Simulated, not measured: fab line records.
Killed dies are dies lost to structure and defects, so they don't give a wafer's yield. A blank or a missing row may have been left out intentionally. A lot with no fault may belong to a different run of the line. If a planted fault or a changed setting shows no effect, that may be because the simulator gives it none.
Chamber matching	flow nand_harc	rie_diel-01 running NHARC_A_CONTACT_ETCH_88: 4 sister chambers
The step etches the open film in CF4, target depth 39 nm, time 65 s. 24 wafers are shown with their chamber, then 12 later ones without.

== EACH WAFER AND ITS CHAMBER ==
wafer	chamber	showerhead_plenum_p_Torr (Torr)	drypump_motor_current_A (A)	rf_vpp_V (V)
L074.1	3	1.69	6.3	149.4
L074.4	0	1.68	6.0	151.3
L074.5	2	1.78	5.0	151.7
L078.1	0	1.68	6.0	149.0
L078.3	1	1.90	5.0	154.2
L078.5	3	1.69	6.3	150.5
L081.1	3	1.69	6.3	150.4
L081.2	2	1.78	4.9	151.0
L081.3	0	1.68	6.0	148.3
L080.4	0	1.68	6.0	149.2
L080.5	0	1.68	6.1	150.1
L080.6	3	1.69	6.3	148.7
L087.2	2	1.77	4.9	151.2
L087.4	1	1.90	5.0	153.8
L087.5	1	1.90	4.9	152.7
L085.2	2	1.77	4.9	151.6
L085.3	1	1.90	4.9	152.1
L085.4	3	1.69	6.3	149.3
L091.1	0	1.67	6.0	150.3
L091.3	1	1.89	4.9	152.6
L091.4	3	1.69	6.3	149.9
L088.2	0	1.67	6.0	149.9
L088.3	1	1.89	4.9	152.4
L088.5	0	1.67	6.0	151.7

SIGNATURES (means of the wafers above)
reading	chamber 0	chamber 1	chamber 2	chamber 3	scatter within a chamber
showerhead_plenum_p_Torr	1.6763	1.8967	1.7750	1.6900	0.00459
drypump_motor_current_A	6.013	4.933	4.925	6.300	0.0385
rf_vpp_V	149.975	152.967	151.375	149.700	0.879
Rule: distance of a wafer from a chamber = root of the sum over the readings of ((wafer's reading minus chamber's mean) / reading's scatter) squared. The wafer belongs to the nearest chamber; if the next one is less than 2 further off, it can't be placed. How the scatter is found: for the shown wafers, subtract from each reading the mean of its chamber, square and add these, divide the total by (wafers less chambers), then take the root.

== WAFERS WHOSE CHAMBER IS MISSING ==
wafer	showerhead_plenum_p_Torr (Torr)	drypump_motor_current_A (A)	rf_vpp_V (V)
L094.1	1.67	6.0	150.8
L094.4	1.68	6.3	151.3
L094.5	1.77	4.9	151.7
L092.1	1.68	6.3	149.5
L092.2	1.77	4.9	152.0
L092.5	1.89	5.0	152.5
L093.3	1.67	6.0	149.8
L093.5	1.67	6.0	150.2
L093.6	1.89	4.9	151.6
L095.2	1.68	6.3	150.3
L095.5	1.89	4.9	152.5
L095.6	1.67	6.0	149.9

== CHAMBER TAKEN BY EACH ==
wafer	from the rows above	in truth
L094.1	0	0
L094.4	3	3
L094.5	2	2
L092.1	3	3
L092.2	2	2
L092.5	1	1
L093.3	0	0
L093.5	0	0
L093.6	1	1
L095.2	3	3
L095.5	1	1
L095.6	0	0
Correctly placed: 12 of 12. Not placeable from these rows: 0. Number placed wrongly: 0.
